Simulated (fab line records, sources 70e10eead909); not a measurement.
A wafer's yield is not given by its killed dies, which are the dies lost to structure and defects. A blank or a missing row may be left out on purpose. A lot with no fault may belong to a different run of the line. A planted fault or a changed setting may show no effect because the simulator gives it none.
fab line records | flow nandHarc | part 1 of 2: steps 1 to 26 of 40
record lots=5 | wafers=15 | lastDay=33
route steps=1302 shown A_M0@1142 A_M1@1169
lots untouched by any fault: they come from a run of this same line in which no faults occurred
startH: the number of hours between the record's first day and the start of the first shown wafer of the lot | waitH: hours from the lot's prior step to this one | " repeats the value in the row above | L1.1+2: several wafers, shown together as one row | - no value present, or no start provided | * or withheld: withheld | < > ~ a bound
route shown NAME@n: a module of which the file shows steps, and the number in the route of the first | usual: mean/standard deviation taken from wafers without a fault | same: alike in all rows | chamber/n: place in a boat | sites: each site's reading | _std_site: their standard deviation | _edge_site: inner sites' mean taken away from outer sites' mean | radiusMm: how far each site lies from the wafer's centre | mask NAME#n: copy n | behind: the tool/chamber that last shaped the wafer | hold: cause of the lot's hold/its duration in hours/its outcome | device: transistor that didn't switch, given as n, p or np | end of line: the tests these same wafers got at the end of their route | a step without rows: its recipe alone | killed: dies lost to structure and defects at the first sort, not the wafer's yield | map: a wafer's dies, marking killed ones x, the rest . and places with no die _
set.NAME: the setting that was run; set.NAME@STEP: the one run at that earlier step | model.NAME: the simulator's own value behind a step, which no gauge read
a table for each step, a row for each wafer; lots at some steps of the route
services: a tool's chamber out of use, with start hour (startH, from the record's first day; less than 0 if before it), hours out, and reason
## steps
# step NHARC_A_M0_SOFTBAKE_04
# recipe tempC=105 | timeS=55
lot.wafer  | tool          | chamber | startH | waitH
L077.2+4+5 | lithoTrack-01 | 0       | -      | -
L081.1+4+6 | lithoTrack-04 | 0       | -      | -
L091.2+4+6 | lithoTrack-01 | 0       | -      | -
L092.3+4+6 | lithoTrack-04 | 0       | -      | -
L097.4+5+6 | lithoTrack-01 | 0       | -      | -
# step NHARC_A_M0_EBR_05
lot.wafer  | tool          | chamber | startH | waitH
L077.2+4+5 | lithoTrack-01 | 0       | -      | -
L081.1+4+6 | lithoTrack-04 | 0       | -      | -
L091.2+4+6 | lithoTrack-01 | 0       | -      | -
L092.3+4+6 | lithoTrack-04 | 0       | -      | -
L097.4+5+6 | lithoTrack-01 | 0       | -      | -
# step NHARC_A_M0_EXPOSE_06
# recipe na=1.35 | targetCdNm=80 | doseMj=83.25 | maskId=A_M0
lot.wafer  | tool           | chamber | startH | waitH | mask
L077.2+4+5 | arfiScanner-03 | 0       | 562.87 | -     | A_M0#0
L081.1+4+6 | arfiScanner-02 | 0       | 604.24 | -     | A_M0#0
L091.2+4+6 | arfiScanner-02 | 0       | 666.38 | -     | A_M0#0
L092.3+4+6 | arfiScanner-01 | 0       | 693.78 | -     | A_M0#0
L097.4+5+6 | arfiScanner-02 | 0       | 747.07 | -     | A_M0#0
# step NHARC_A_M0_PEB_07
# recipe pebTempC=100 | pebTimeS=65
lot.wafer  | tool          | chamber | startH | waitH
L077.2+4+5 | lithoTrack-04 | 0       | 562.93 | 0.1
L081.1+4+6 | lithoTrack-01 | 0       | 604.30 | 0.1
L091.2+4+6 | lithoTrack-04 | 0       | 666.43 | 0.1
L092.3+4+6 | lithoTrack-01 | 0       | 693.84 | 0.0
L097.4+5+6 | lithoTrack-06 | 0       | 747.12 | 0.0
# step NHARC_A_M0_DEVELOP_08
# recipe developTimeS=35 | devTempC=23
lot.wafer  | tool          | chamber | startH | waitH
L077.2+4+5 | lithoTrack-04 | 0       | -      | -
L081.1+4+6 | lithoTrack-01 | 0       | -      | -
L091.2+4+6 | lithoTrack-04 | 0       | -      | -
L092.3+4+6 | lithoTrack-01 | 0       | -      | -
L097.4+5+6 | lithoTrack-06 | 0       | -      | -
# step NHARC_A_M0_CD_MEAS_09
# recipe targetCdNm=80 | landingEnergyEv=500
# usual cdNm=80.2/0.68
lot.wafer | tool     | chamber | startH | waitH | cdNm
L077.2    | cdSem-03 | 0       | 563.01 | -     | 79.1
L077.4    | "        | 0       | "      | "     | 79.5
L077.5    | "        | 0       | "      | "     | 79.5
L081.1    | cdSem-01 | 0       | 604.37 | -     | 80.2
L081.4    | "        | 0       | "      | "     | 79.9
L081.6    | "        | 0       | "      | "     | 80.9
L091.2    | cdSem-03 | 0       | 666.52 | -     | 80.0
L091.4    | "        | 0       | "      | "     | 79.8
L091.6    | "        | 0       | "      | "     | 80.5
L092.3    | cdSem-01 | 0       | 693.92 | -     | 80.4
L092.4    | "        | 0       | "      | "     | 80.8
L092.6    | "        | 0       | "      | "     | 79.9
L097.4    | cdSem-03 | 0       | 747.20 | -     | 82.7
L097.5    | "        | 0       | "      | "     | 81.7
L097.6    | "        | 0       | "      | "     | 81.5
# step NHARC_A_M0_OVL_MEAS_10
# recipe pitchNm=160
# usual overlayXNm=0.0/0.78 | overlayYNm=-0.1/0.89
lot.wafer | tool       | chamber | startH | waitH | overlayXNm | overlayYNm
L077.2    | overlay-01 | -       | 563.09 | -     | 0.8        | 1.1
L077.4    | "          | -       | "      | "     | 0.9        | 1.4
L077.5    | "          | -       | "      | "     | 0.8        | 1.6
L081.1    | overlay-01 | -       | 604.46 | -     | -0.1       | 0.3
L081.4    | "          | -       | "      | "     | 0.0        | -0.2
L081.6    | "          | -       | "      | "     | -0.1       | 0.0
L091.2    | overlay-02 | -       | 666.60 | -     | -0.8       | 0.1
L091.4    | "          | -       | "      | "     | -0.3       | 0.1
L091.6    | "          | -       | "      | "     | -0.8       | 0.4
L092.3    | overlay-02 | -       | 694.00 | -     | 0.0        | 0.4
L092.4    | "          | -       | "      | "     | 0.0        | 0.2
L092.6    | "          | -       | "      | "     | -0.2       | 0.2
L097.4    | overlay-02 | -       | 747.29 | -     | 0.6        | -0.2
L097.5    | "          | -       | "      | "     | 0.7        | -0.3
L097.6    | "          | -       | "      | "     | 0.3        | 0.3
# step NHARC_A_M0_INSPECT_11
# usual rawDefectCount=82/34
lot.wafer | tool             | chamber | startH | waitH | rawDefectCount
L077.2    | defectInspect-02 | -       | 563.13 | 0.0   | 74
L077.4    | "                | -       | "      | "     | 74
L077.5    | "                | -       | "      | "     | 75
L081.1    | defectInspect-02 | -       | 604.50 | 0.0   | 66
L081.4    | "                | -       | "      | "     | 64
L081.6    | "                | -       | "      | "     | 75
L091.2    | defectInspect-02 | -       | 666.64 | 0.0   | 94
L091.4    | "                | -       | "      | "     | 96
L091.6    | "                | -       | "      | "     | 106
L092.3    | defectInspect-02 | -       | 694.04 | 0.0   | 82
L092.4    | "                | -       | "      | "     | 72
L092.6    | "                | -       | "      | "     | 74
L097.4    | defectInspect-01 | -       | 747.32 | 0.0   | 41
L097.5    | "                | -       | "      | "     | 42
L097.6    | "                | -       | "      | "     | 54
# step NHARC_A_M0_DESCUM_14
# recipe timeS=3 | o2FlowSccm=200 | arFlowSccm=0 | biasPowerW=0 | chemistry=O2
# usual chamberPressureMTorr=60.00/0.051 | drypumpMotorCurrentA=6.0/0.46 | oesProductAu=1.003/0.01 | rfVppV=57.9/0.92 | showerheadPlenumPTorr=1.93/0.11 | throttleValvePct=11.311/0.011
lot.wafer | tool       | chamber | startH | waitH | chamberPressureMTorr | drypumpMotorCurrentA | oesProductAu | rfHoursCounterH | rfVppV | showerheadPlenumPTorr | throttleValvePct
L077.4    | rieDiel-10 | 3       | 563.21 | 0.1   | 60.09                | 5.5                  | 1.013        | 7.5             | 58.3   | 2.03                  | 11.309
L077.2    | "          | 0       | "      | "     | 60.09                | 6.4                  | 0.988        | 7.2             | 57.7   | 1.99                  | 11.313
L077.5    | "          | 1       | "      | "     | 60.00                | 5.8                  | 0.995        | -               | 57.4   | 1.82                  | 11.300
L081.4    | rieDiel-06 | 1       | 604.56 | 0.1   | 60.04                | 6.3                  | 1.008        | 10.6            | 57.8   | 1.96                  | 11.300
L081.1    | "          | 2       | "      | "     | 60.06                | 6.1                  | 1.010        | 6.6             | 57.3   | 1.80                  | 11.323
L081.6    | "          | 1       | "      | "     | 59.99                | 6.3                  | 1.012        | -               | 58.7   | 1.96                  | 11.323
L091.2    | rieDiel-10 | 1       | 666.70 | 0.1   | 60.08                | 5.9                  | 1.014        | 2.5             | 59.1   | 1.82                  | 11.323
L091.4    | "          | 2       | "      | "     | 59.99                | 5.7                  | 1.018        | 3.1             | 58.2   | 1.95                  | 11.300
L091.6    | "          | 2       | "      | "     | 59.89                | 5.7                  | 1.023        | -               | 56.3   | 1.95                  | 11.310
L092.3    | rieDiel-12 | 2       | 694.12 | 0.1   | 60.06                | 5.2                  | 0.994        | 3.4             | 57.9   | 2.04                  | 11.321
L092.6    | "          | 0       | "      | "     | 60.03                | 6.5                  | 1.007        | -               | 57.2   | 1.78                  | 11.324
L092.4    | "          | 2       | "      | "     | 59.98                | 5.2                  | 0.994        | -               | 58.7   | 2.04                  | 11.305
L097.4    | rieDiel-10 | 0       | 747.41 | 0.1   | 59.96                | 6.4                  | 0.983        | 5.2             | 58.6   | 1.99                  | 11.303
L097.6    | "          | 1       | "      | "     | 59.96                | 5.8                  | 1.010        | -               | 58.4   | 1.81                  | 11.302
L097.5    | "          | 2       | "      | "     | 59.98                | 5.7                  | 1.005        | -               | 58.5   | 1.95                  | 11.328
# step NHARC_A_M0_ETCH_34
# recipe targetDepthA=400 | overetchA=120 | timeS=43.94 | ionEnergyEv=200 | n2FlowSccm=150 | h2FlowSccm=150 | arFlowSccm=0 | rfW=400 | biasW=150 | chemistry=N2/H2
# usual chamberPressureMTorr=30.003/0.028 | drypumpMotorCurrentA=6.1/0.46 | n2FlowSccm=150.0/0.5 | oesProductAu=1.002/0.012 | rfVppV=431/3.3 | showerheadPlenumPTorr=2.06/0.12 | throttleValvePct=14.173/0.0091
lot.wafer | tool       | chamber | startH | waitH | chamberPressureMTorr | drypumpMotorCurrentA | n2FlowSccm | oesProductAu | rfHoursCounterH | rfVppV | showerheadPlenumPTorr | throttleValvePct
L077.4    | rieDiel-10 | 1       | 563.28 | 0.1   | 29.966               | 5.9                  | 150.3      | 0.981        | 5.9             | 428    | 1.93                  | 14.173
L077.2    | "          | 3       | "      | "     | 29.991               | 5.5                  | 149.5      | 1.006        | 7.5             | 433    | 2.16                  | 14.178
L077.5    | "          | 1       | "      | "     | 30.041               | 5.8                  | 149.9      | 0.981        | -               | 427    | 1.93                  | 14.162
L081.4    | rieDiel-06 | 3       | 604.65 | 0.1   | 29.975               | 5.9                  | 150.1      | 1.024        | 10.8            | 430    | 1.96                  | 14.164
L081.1    | "          | 0       | "      | "     | 29.982               | 5.3                  | 148.9      | 0.994        | 11.6            | 429    | 1.99                  | 14.181
L081.6    | "          | 2       | "      | "     | 29.971               | 6.1                  | 149.6      | 1.011        | -               | 427    | 1.91                  | 14.165
L091.4    | rieDiel-10 | 2       | 666.79 | 0.1   | 30.007               | 5.7                  | 149.5      | 1.020        | 3.1             | 433    | 2.08                  | 14.157
L091.2    | "          | 3       | "      | "     | 29.997               | 5.5                  | 149.6      | 1.019        | 3.2             | 434    | 2.16                  | 14.169
L091.6    | "          | 2       | "      | "     | 30.019               | 5.7                  | 149.9      | 1.020        | -               | 432    | 2.08                  | 14.175
L092.3    | rieDiel-12 | 0       | 694.20 | 0.1   | 30.017               | 6.5                  | 150.4      | 1.005        | 2.9             | 427    | 1.89                  | 14.167
L092.4    | "          | 2       | "      | "     | 29.991               | 5.2                  | 150.0      | 0.996        | -               | 433    | 2.18                  | 14.164
L092.6    | "          | 3       | "      | "     | 30.000               | 6.4                  | 150.4      | 1.008        | -               | 435    | 2.20                  | 14.172
L097.4    | rieDiel-10 | 0       | 747.49 | 0.1   | 30.017               | 6.4                  | 151.4      | 0.996        | 5.2             | 432    | 2.12                  | 14.174
L097.6    | "          | 1       | "      | "     | 29.959               | 5.8                  | 150.4      | 0.996        | -               | 428    | 1.93                  | 14.159
L097.5    | "          | 2       | "      | "     | 30.016               | 5.7                  | 149.8      | 1.016        | -               | 433    | 2.08                  | 14.158
# step NHARC_A_M0_ETCH_15
# recipe targetDepthA=1500 | overetchA=150 | timeS=82.5 | c4f8FlowSccm=withheld | arFlowSccm=400 | rfW=600 | biasW=300 | chemistry=C4F8/Ar
# usual chamberPressureMTorr=25.003/0.024 | oesProductAu=0.955/0.021 | rfVppV=441/3.3
lot.wafer | tool       | chamber | startH | waitH | chamberPressureMTorr | oesProductAu | rfHoursCounterH | rfVppV
L077.4    | rieDiel-10 | 0       | -      | -     | 24.999               | 0.962        | 7.3             | 442
L077.2    | "          | 1       | "      | "     | 25.007               | 0.946        | 5.9             | 439
L077.5    | "          | 0       | "      | "     | 24.960               | 0.968        | -               | 443
L081.4    | rieDiel-06 | 3       | -      | -     | 24.982               | 0.943        | 10.9            | 439
L081.1    | "          | 0       | "      | "     | 25.011               | 0.911        | 11.6            | 440
L081.6    | "          | 0       | "      | "     | 25.027               | 0.918        | -               | 441
L091.4    | rieDiel-10 | 2       | -      | -     | 25.006               | 0.984        | 3.1             | 441
L091.2    | "          | 3       | "      | "     | 24.983               | 0.994        | 3.3             | 445
L091.6    | "          | 1       | "      | "     | 25.013               | 0.966        | -               | 437
L092.3    | rieDiel-12 | 0       | -      | -     | 25.014               | 0.968        | 2.9             | 436
L092.6    | "          | 3       | "      | "     | 25.032               | 0.970        | -               | 445
L092.4    | "          | 2       | "      | "     | 24.998               | 0.962        | -               | 444
L097.4    | rieDiel-10 | 3       | -      | -     | 24.988               | 0.990        | 7.0             | 446
L097.6    | "          | 1       | "      | "     | 25.005               | 0.962        | -               | 437
L097.5    | "          | 2       | "      | "     | 25.068               | 0.976        | -               | 443
# step NHARC_A_M0_CD_MEAS_16
# usual cdNm=80.3/0.93
lot.wafer | tool     | chamber | startH | waitH | cdNm
L077.2    | cdSem-02 | -       | 563.49 | -     | 79.3
L077.4    | "        | -       | "      | "     | 79.7
L077.5    | "        | -       | "      | "     | 79.4
L081.1    | cdSem-03 | -       | 604.86 | -     | 80.2
L081.4    | "        | -       | "      | "     | 79.4
L081.6    | "        | -       | "      | "     | 80.7
L091.2    | cdSem-02 | -       | 667.00 | -     | 80.2
L091.4    | "        | -       | "      | "     | 79.0
L091.6    | "        | -       | "      | "     | 79.6
L092.3    | cdSem-02 | -       | 694.44 | -     | 80.8
L092.4    | "        | -       | "      | "     | 81.4
L092.6    | "        | -       | "      | "     | 80.7
L097.4    | cdSem-02 | -       | 747.69 | -     | 81.8
L097.5    | "        | -       | "      | "     | 81.2
L097.6    | "        | -       | "      | "     | 81.7
# step NHARC_A_M0_STRIP_18
# recipe powerW=1000 | n2FlowSccm=150 | h2FlowSccm=150 | arFlowSccm=0 | biasW=0 | chemistry=N2/H2
# usual chamberPressureMTorr=30.000/0.029 | drypumpMotorCurrentA=5.9/0.42 | n2FlowSccm=150.0/0.46 | oesProductAu=1.005/0.0099 | rfVppV=90.8/1 | showerheadPlenumPTorr=2.05/0.1 | throttleValvePct=14.172/0.0099
lot.wafer | tool       | chamber | startH | waitH | chamberPressureMTorr | drypumpMotorCurrentA | n2FlowSccm | oesProductAu | rfHoursCounterH | rfVppV | showerheadPlenumPTorr | throttleValvePct
L077.2    | rieDiel-12 | 0       | 563.62 | 0.1   | 29.972               | 6.5                  | 149.5      | 0.979        | 4               | 88.5   | 1.89                  | 14.189
L077.4    | "          | 1       | "      | "     | 29.967               | 6.6                  | 149.9      | 0.998        | 4               | 91.5   | 2.13                  | 14.177
L077.5    | "          | 2       | "      | "     | 30.002               | 5.2                  | 149.9      | 1.010        | -               | 92.0   | 2.18                  | 14.180
L081.1    | rieDiel-06 | 2       | 604.96 | 0.1   | 30.025               | 6.1                  | 149.4      | 1.017        | 7               | 89.5   | 1.91                  | 14.183
L081.4    | "          | 0       | "      | "     | 30.043               | 5.3                  | 149.3      | 1.002        | 12              | 88.9   | 1.99                  | 14.179
L081.6    | "          | 1       | "      | "     | 30.033               | 6.3                  | 150.5      | 1.020        | -               | 90.6   | 2.10                  | 14.174
L091.4    | rieDiel-12 | 1       | 667.10 | 0.1   | 30.037               | 6.6                  | 150.8      | 0.997        | 2               | 91.3   | 2.13                  | 14.167
L091.2    | "          | 3       | "      | "     | 29.984               | 6.4                  | 150.4      | 1.006        | 2               | 90.1   | 2.20                  | 14.167
L091.6    | "          | 0       | "      | "     | 30.000               | 6.5                  | 149.9      | 1.009        | -               | 91.0   | 1.89                  | 14.167
L092.3    | rieDiel-10 | 0       | 694.51 | 0.1   | 29.951               | 6.4                  | 149.2      | 0.993        | 3               | 91.9   | 2.12                  | 14.178
L092.4    | "          | 2       | "      | "     | 30.021               | 5.7                  | 149.6      | 1.010        | -               | 91.9   | 2.08                  | 14.166
L092.6    | "          | 3       | "      | "     | 29.999               | 5.5                  | 150.9      | 1.015        | -               | 92.1   | 2.16                  | 14.188
L097.4    | rieDiel-12 | 3       | 747.76 | 0.1   | 29.987               | 6.4                  | 149.3      | 1.005        | 5               | 90.7   | 2.20                  | 14.183
L097.6    | "          | 3       | "      | "     | 30.009               | 6.4                  | 149.9      | 1.003        | -               | 91.4   | 2.20                  | 14.165
L097.5    | "          | 0       | "      | "     | 29.995               | 6.5                  | 149.9      | 1.007        | -               | 89.1   | 1.89                  | 14.172
# step NHARC_A_M0_STRIP_19
# recipe timeS=600 | tempC=30 | chemistry=postEtchResidueRemover
lot.wafer  | tool        | chamber | startH | waitH
L077.4+2+5 | wetBench-02 | 0,3,5   | 563.85 | -
L081.1+4+6 | wetBench-03 | 0,1,4   | 605.20 | -
L091.2+6+4 | wetBench-03 | 5,6,7   | 667.36 | -
L092.6+4+3 | wetBench-03 | 7,1,2   | 694.84 | -
L097.6+5+4 | wetBench-03 | 6,7,0   | 748.04 | -
# step NHARC_A_M0_DEGAS_28
# recipe tempC=250 | timeS=60
# usual heaterPowerW=339/35
lot.wafer | tool          | chamber | startH | waitH | heaterPowerW
L077.2    | pvdSputter-03 | -       | 564.13 | -     | 318
L077.4    | "             | -       | "      | "     | 389
L077.5    | "             | -       | "      | "     | 318
L081.4    | pvdSputter-01 | -       | 605.47 | -     | 295
L081.1    | "             | -       | "      | "     | 316
L081.6    | "             | -       | "      | "     | 290
L091.4    | pvdSputter-03 | -       | 667.64 | -     | 367
L091.2    | "             | -       | "      | "     | 314
L091.6    | "             | -       | "      | "     | 378
L092.4    | pvdSputter-03 | -       | 695.16 | -     | 372
L092.3    | "             | -       | "      | "     | 314
L092.6    | "             | -       | "      | "     | 376
L097.4    | pvdSputter-02 | -       | 748.31 | -     | 312
L097.5    | "             | -       | "      | "     | 327
L097.6    | "             | -       | "      | "     | 312
# step NHARC_A_M0_PRE_CLEAN_29
# recipe timeS=30 | tempC=280 | gas=H2/He
# usual heaterPowerW=412/44
lot.wafer | tool          | chamber | startH | waitH | heaterPowerW
L077.2    | pvdSputter-03 | -       | -      | -     | 396
L077.4    | "             | -       | "      | "     | 478
L077.5    | "             | -       | "      | "     | 460
L081.1    | pvdSputter-01 | -       | -      | -     | 361
L081.4    | "             | -       | "      | "     | 410
L081.6    | "             | -       | "      | "     | 359
L091.2    | pvdSputter-03 | -       | -      | -     | 474
L091.4    | "             | -       | "      | "     | 480
L091.6    | "             | -       | "      | "     | 480
L092.4    | pvdSputter-03 | -       | -      | -     | 384
L092.3    | "             | -       | "      | "     | 469
L092.6    | "             | -       | "      | "     | 466
L097.4    | pvdSputter-02 | -       | -      | -     | 401
L097.5    | "             | -       | "      | "     | 377
L097.6    | "             | -       | "      | "     | 335
# step NHARC_A_M0_PVD_20
# recipe targetThkA=50 | biasV=168.6 | powerW=15000 | chamberPressurePa=0.12 | timeS=8.06 | substrateTempC=50 | material=TaN
# usual cathodeDcPowerW=15000/2.9 | throttleValvePct=30.1/1.2
lot.wafer | tool          | chamber | startH | waitH | cathodeDcPowerW | throttleValvePct
L077.4    | pvdSputter-03 | -       | -      | -     | 15003           | 30.2
L077.2    | "             | -       | "      | "     | 14997           | 27.8
L077.5    | "             | -       | "      | "     | 15001           | 30.6
L081.1    | pvdSputter-01 | -       | -      | -     | 14993           | 31.2
L081.4    | "             | -       | "      | "     | 15003           | 30.7
L081.6    | "             | -       | "      | "     | 14999           | 30.9
L091.2    | pvdSputter-03 | -       | -      | -     | 15000           | 30.5
L091.4    | "             | -       | "      | "     | 14999           | 31.2
L091.6    | "             | -       | "      | "     | 15000           | 30.5
L092.4    | pvdSputter-03 | -       | -      | -     | 15004           | 27.9
L092.3    | "             | -       | "      | "     | 15003           | 31.5
L092.6    | "             | -       | "      | "     | 15004           | 27.6
L097.4    | pvdSputter-02 | -       | -      | -     | 14999           | 27.2
L097.5    | "             | -       | "      | "     | 14994           | 31.6
L097.6    | "             | -       | "      | "     | 15006           | 29.1
# step NHARC_A_M0_PVD_21
# recipe targetThkA=300 | chamberPressurePa=5 | powerW=5000 | substrateTempC=30 | timeS=20.49 | material=Cu
# usual cathodeDcPowerW=5000.0/0.86 | throttleValvePct=30.1/1.2
lot.wafer | tool          | chamber | startH | waitH | cathodeDcPowerW | throttleValvePct
L077.4    | pvdSputter-03 | -       | -      | -     | 4999.8          | 31.3
L077.2    | "             | -       | "      | "     | 5000.9          | 30.6
L077.5    | "             | -       | "      | "     | 4999.9          | 30.4
L081.4    | pvdSputter-01 | -       | -      | -     | 4999.3          | 30.2
L081.1    | "             | -       | "      | "     | 4998.9          | 30.8
L081.6    | "             | -       | "      | "     | 5000.0          | 30.9
L091.4    | pvdSputter-03 | -       | -      | -     | 4999.6          | 27.5
L091.2    | "             | -       | "      | "     | 4998.8          | 30.6
L091.6    | "             | -       | "      | "     | 4999.4          | 27.6
L092.3    | pvdSputter-03 | -       | -      | -     | 4999.0          | 30.3
L092.4    | "             | -       | "      | "     | 4999.1          | 27.7
L092.6    | "             | -       | "      | "     | 4999.5          | 30.3
L097.4    | pvdSputter-02 | -       | -      | -     | 4999.4          | 27.3
L097.6    | "             | -       | "      | "     | 4998.9          | 30.4
L097.5    | "             | -       | "      | "     | 5000.1          | 27.3
# step NHARC_A_M0_ECD_22
# recipe targetThkA=4000 | bathTempC=25 | material=Cu
lot.wafer  | tool     | chamber | startH | waitH
L077.2+4+5 | ecdCu-02 | 0,1,0   | 564.53 | -
L081.1+4+6 | ecdCu-02 | 0,1,1   | 605.91 | -
L091.2+4+6 | ecdCu-02 | 1,1,0   | 667.99 | -
L092.3+4+6 | ecdCu-02 | 1,0,0   | 695.61 | -
L097.4+5+6 | ecdCu-01 | 1,0,1   | 748.81 | -
# step NHARC_A_M0_ANNEAL_30
# recipe tempC=225 | timeS=90
# usual wafer_temp_C_max=225.82/0.25
lot.wafer | tool         | chamber | startH | waitH | wafer_temp_C_max
L077.2    | rtpAnneal-01 | 0       | 564.91 | -     | 225.49
L077.4    | "            | 0       | "      | "     | 225.78
L077.5    | "            | 0       | "      | "     | 225.70
L081.1    | rtpAnneal-02 | 0       | 606.23 | 0.3   | 225.86
L081.4    | "            | 0       | "      | "     | 225.84
L081.6    | "            | 0       | "      | "     | 225.86
L091.2    | rtpAnneal-01 | 0       | 668.43 | 0.4   | 225.84
L091.4    | "            | 0       | "      | "     | 225.68
L091.6    | "            | 0       | "      | "     | 225.92
L092.3    | rtpAnneal-01 | 0       | 695.99 | 0.3   | 225.60
L092.4    | "            | 0       | "      | "     | 225.71
L092.6    | "            | 0       | "      | "     | 225.56
L097.4    | rtpAnneal-01 | 0       | 749.20 | -     | 225.53
L097.5    | "            | 0       | "      | "     | 225.56
L097.6    | "            | 0       | "      | "     | 225.49
# step NHARC_A_M0_CMP_23
# recipe tOverpolishS=20 | targetThkNm=113.75
# usual motorCurrentA=12.0/1.3 | timeToEndpointS=28.7/2.6
lot.wafer | tool   | chamber | startH | waitH | motorCurrentA | timeToEndpointS
L077.4    | cmp-02 | 3       | 565.20 | -     | 13.5          | 30.6
L077.2    | "      | 0       | "      | "     | 12.0          | 29.7
L077.5    | "      | 0       | "      | "     | 11.4          | 31.3
L081.4    | cmp-02 | 3       | 606.63 | -     | 13.5          | 28.0
L081.1    | "      | 0       | "      | "     | 12.6          | 25.4
L081.6    | "      | 2       | "      | "     | 12.9          | 27.7
L091.2    | cmp-04 | 0       | 668.78 | -     | 10.4          | 23.7
L091.4    | "      | 1       | "      | "     | 10.5          | 26.5
L091.6    | "      | 2       | "      | "     | 13.4          | 27.3
L092.3    | cmp-02 | 3       | 696.26 | -     | 13.8          | 27.3
L092.4    | "      | 0       | "      | "     | 12.2          | 28.4
L092.6    | "      | 3       | "      | "     | 13.3          | 30.4
L097.4    | cmp-04 | 3       | 749.39 | -     | 11.0          | 26.1
L097.5    | "      | 3       | "      | "     | 11.5          | 24.8
L097.6    | "      | 0       | "      | "     | 10.1          | 25.7
# step NHARC_A_M0_THK_MEAS_24
# recipe thkMeasGauge=xrf
# usual thkNm=114.0/1.5
lot.wafer | tool         | chamber | startH | waitH | thkNm
L077.2    | filmMetro-01 | -       | 565.52 | -     | 115.7
L077.4    | "            | -       | "      | "     | 114.3
L077.5    | "            | -       | "      | "     | 113.8
L081.1    | filmMetro-02 | -       | 606.89 | -     | 112.4
L081.4    | "            | -       | "      | "     | 113.2
L081.6    | "            | -       | "      | "     | 113.2
L091.2    | filmMetro-02 | -       | 669.04 | -     | 113.2
L091.4    | "            | -       | "      | "     | 114.1
L091.6    | "            | -       | "      | "     | 110.9
L092.3    | filmMetro-01 | -       | 696.54 | -     | 114.6
L092.4    | "            | -       | "      | "     | 114.3
L092.6    | "            | -       | "      | "     | 112.9
L097.4    | filmMetro-02 | -       | 749.71 | -     | 114.1
L097.5    | "            | -       | "      | "     | 113.0
L097.6    | "            | -       | "      | "     | 112.2
# step NHARC_A_M0_SRD_25
lot.wafer  | tool        | chamber | startH | waitH
L077.2+5+4 | wetBench-08 | 4,6,1   | 565.56 | 0.0
L081.4+6+1 | wetBench-08 | 7,1,2   | 606.94 | 0.0
L091.6+4+2 | wetBench-08 | 5,7,2   | 669.08 | 0.0
L092.3+4+6 | wetBench-08 | 2,4,5   | 696.58 | 0.0
L097.6+5+4 | wetBench-08 | 6,7,0   | 749.76 | 0.0
# step NHARC_A_M0_INSPECT_27
# usual rawDefectCount=488/100
lot.wafer | tool             | chamber | startH | waitH | rawDefectCount
L077.2    | defectInspect-01 | -       | 565.67 | 0.0   | 540
L077.4    | "                | -       | "      | "     | 393
L077.5    | "                | -       | "      | "     | 648
L081.1    | defectInspect-01 | -       | 607.05 | 0.0   | 558
L081.4    | "                | -       | "      | "     | 556
L081.6    | "                | -       | "      | "     | 567
L091.2    | defectInspect-02 | -       | 669.19 | 0.0   | 433
L091.4    | "                | -       | "      | "     | 472
L091.6    | "                | -       | "      | "     | 524
L092.3    | defectInspect-01 | -       | 696.70 | 0.0   | 423
L092.4    | "                | -       | "      | "     | 450
L092.6    | "                | -       | "      | "     | 368
L097.4    | defectInspect-01 | -       | 749.87 | 0.0   | 427
L097.5    | "                | -       | "      | "     | 467
L097.6    | "                | -       | "      | "     | 285
# step NHARC_A_M0_PRE_CLEAN_31
# recipe timeS=12 | tempC=370 | rfPowerW=300 | gas=NH3
# usual heaterPowerW=645/56
lot.wafer | tool     | chamber | startH | waitH | heaterPowerW
L077.2    | pecvd-04 | 1       | 565.84 | 0.2   | 597
L077.5    | "        | 0       | "      | "     | 695
L077.4    | "        | 2       | "      | "     | 680
L081.1    | pecvd-03 | 0       | 607.14 | 0.1   | 631
L081.4    | "        | 2       | "      | "     | 647
L081.6    | "        | 0       | "      | "     | 620
L091.2    | pecvd-04 | 2       | 669.27 | 0.1   | 627
L091.6    | "        | 2       | "      | "     | 606
L091.4    | "        | 0       | "      | "     | 640
L092.4    | pecvd-02 | 0       | 696.81 | 0.1   | 589
L092.3    | "        | 1       | "      | "     | 600
L092.6    | "        | 1       | "      | "     | 591
L097.6    | pecvd-03 | 2       | 749.97 | 0.1   | 666
L097.4    | "        | 0       | "      | "     | 720
L097.5    | "        | 1       | "      | "     | 679
# step NHARC_A_M0_DEP_32
# recipe targetThkA=300 | tempC=370 | targetThkNm=30 | pressureTorr=3 | flowSccm=200 | rfW=450 | material=SiCN
# usual heaterPowerW=584/59
lot.wafer | tool     | chamber | startH | waitH | heaterPowerW
L077.2    | pecvd-04 | 1       | 565.95 | 0.1   | 522
L077.5    | "        | 0       | "      | "     | 618
L077.4    | "        | 2       | "      | "     | 583
L081.1    | pecvd-03 | 0       | 607.28 | 0.1   | 534
L081.4    | "        | 2       | "      | "     | 641
L081.6    | "        | 0       | "      | "     | 536
L091.2    | pecvd-04 | 2       | 669.38 | 0.1   | 585
L091.6    | "        | 2       | "      | "     | 605
L091.4    | "        | 0       | "      | "     | 639
L092.4    | pecvd-02 | 0       | 697.01 | 0.2   | 562
L092.3    | "        | 1       | "      | "     | 555
L092.6    | "        | 1       | "      | "     | 551
L097.6    | pecvd-03 | 2       | 750.14 | 0.2   | 625
L097.4    | "        | 0       | "      | "     | 585
L097.5    | "        | 1       | "      | "     | 631
